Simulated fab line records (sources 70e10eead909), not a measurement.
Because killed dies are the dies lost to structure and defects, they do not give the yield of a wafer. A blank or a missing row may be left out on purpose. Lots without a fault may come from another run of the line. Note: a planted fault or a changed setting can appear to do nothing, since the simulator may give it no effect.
Which tool was responsible? :: flow nand_harc :: 42 wafers sampled from 14 lots at 1 step of a route of 1302

## WHAT EACH GAUGE READ, for each wafer
NHARC_A_CHANNEL_HOLE_D1_CD_MEAS_30.
lot: L832
measured: day 8 21:20
on: cd_sem-01
cd_nm (nm): 88.8 92.6 90.2

lot: L833
measured: day 8 21:40
on: cd_sem-01
cd_nm (nm): 91.3 90.1 90.7

lot: L835
measured: day 10 03:52
on: cd_sem-01
cd_nm (nm): 91.1 92.3 92.7

lot: L837
measured: day 10 15:52
on: cd_sem-01
cd_nm (nm): 88.2 88.1 89.8

lot: L836
measured: day 10 15:57
on: cd_sem-02
cd_nm (nm): 93.0 91.3 90.7

lot: L839
measured: day 11 14:57
on: cd_sem-02
cd_nm (nm): 91.3 91.5 90.3

lot: L840
measured: day 12 04:39
on: cd_sem-02
cd_nm (nm): 91.9 91.2 91.3

lot: L842
measured: day 13 06:48
on: cd_sem-02
cd_nm (nm): 92.0 90.1 91.5

lot: L843
measured: day 13 15:37
on: cd_sem-02
cd_nm (nm): 92.6 89.8 91.2

lot: L844
measured: day 13 18:50
on: cd_sem-03
cd_nm (nm): 90.3 90.3 90.6

lot: L845
measured: day 14 10:40
on: cd_sem-03
cd_nm (nm): 90.1 93.2 89.3

lot: L851
measured: day 16 18:55
on: cd_sem-01
cd_nm (nm): 88.5 89.3 89.9

lot: L852
measured: day 17 07:23
on: cd_sem-03
cd_nm (nm): 91.3 88.8 91.2

lot: L853
measured: day 17 11:38
on: cd_sem-01
cd_nm (nm): 89.8 90.8 90.7

## WHICH TOOL RAN EACH LOT (tool, then ch and the chambers of the sampled wafers, then the start)
There is no process step in the record ahead of these readings.

## WHAT THE TOOLS THEMSELVES READ (means of the sampled wafers that have a number; where no wafer has one, the mark that the record gives instead)
The record holds no such reading with a usual standard deviation.

## THE ANSWER, worked out from the rows above alone
Rule: the lots themselves supply what counts as usual. Put in order of their means at a reading, lots are off if they are a third of the lots or fewer, leave a main group of 4 or more, and stand apart from it by a gap of 3 or more times the standard deviation of the main group's means; of several such gaps the widest counts. A main group is skipped when, at the precision printed for the reading in the tables above, its means are all equal. Also off: a lot with no number at a reading for which 4 or more lots have one. All remaining lots with rows at the step are treated as sound. After the gauges, taken in route order, come the tools' own readings; for these a lot's mean is taken, as printed above. The first step at which some lot is off is used, and at that step the reading that is off furthest; a lot without a number counts as furthest.
None of the lots is off at any reading shown; this tells nothing.

## WHAT WAS PUT IN BY THE SIMULATOR
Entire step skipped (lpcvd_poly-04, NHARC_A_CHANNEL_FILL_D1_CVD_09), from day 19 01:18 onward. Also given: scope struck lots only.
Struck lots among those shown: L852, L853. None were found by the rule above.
